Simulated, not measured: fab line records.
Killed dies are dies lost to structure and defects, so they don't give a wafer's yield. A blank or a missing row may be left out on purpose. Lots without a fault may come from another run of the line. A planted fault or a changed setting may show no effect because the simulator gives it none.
Chamber matching / flow n5-finfet / N5_HKMG_FIN_CVD_62 on thermal-cvd-si-02 has 3 sister chambers
The step deposits a-Si from Si2H6, target thk 3 nm, time 20.8 s. 14 wafers are shown with their chamber, then 7 later ones without.

WAFERS PAIRED WITH THEIR CHAMBERS
wafer=L250.1; chamber=0; heater-power-w (W)=1455
wafer=L250.3; chamber=1; heater-power-w (W)=1150
wafer=L250.5; chamber=2; heater-power-w (W)=1776
wafer=L252.4; chamber=0; heater-power-w (W)=1445
wafer=L252.5; chamber=1; heater-power-w (W)=1185
wafer=L252.6; chamber=2; heater-power-w (W)=1768
wafer=L258.1; chamber=2; heater-power-w (W)=1805
wafer=L258.3; chamber=0; heater-power-w (W)=1461
wafer=L258.6; chamber=0; heater-power-w (W)=1503
wafer=L262.3; chamber=1; heater-power-w (W)=1176
wafer=L262.5; chamber=0; heater-power-w (W)=1534
wafer=L262.6; chamber=1; heater-power-w (W)=1174
wafer=L264.2; chamber=0; heater-power-w (W)=1470
wafer=L264.5; chamber=0; heater-power-w (W)=1482

SIGNATURES (averages over the wafers above)
reading=heater-power-w; chamber 0=1478.57; chamber 1=1171.25; chamber 2=1783.00; scatter within a chamber=25.5
Rule: a wafer's distance from a chamber is the root of the sum, over the readings, of the square of ((its reading less the chamber's mean) divided by the reading's scatter). If the next closest chamber is less than 2 further off than the closest, the wafer can't be placed; otherwise it belongs to the closest. How the scatter is found: for the shown wafers, subtract from each reading the mean of its chamber, square and add these, divide the total by (wafers less chambers), then take the root.

WAFERS WITH NO CHAMBER GIVEN
wafer=L264.6; heater-power-w (W)=1774
wafer=L268.1; heater-power-w (W)=1725
wafer=L268.2; heater-power-w (W)=1477
wafer=L268.5; heater-power-w (W)=1475
wafer=L272.3; heater-power-w (W)=1474
wafer=L272.4; heater-power-w (W)=1751
wafer=L272.6; heater-power-w (W)=1159

CHAMBER TAKEN BY EACH
wafer=L264.6; from the rows above=2; in truth=2
wafer=L268.1; from the rows above=2; in truth=2
wafer=L268.2; from the rows above=0; in truth=0
wafer=L268.5; from the rows above=0; in truth=0
wafer=L272.3; from the rows above=0; in truth=0
wafer=L272.4; from the rows above=2; in truth=2
wafer=L272.6; from the rows above=1; in truth=1
Placed correctly: 7 of 7. Number that these rows cannot place: 0. 0 placed wrongly.
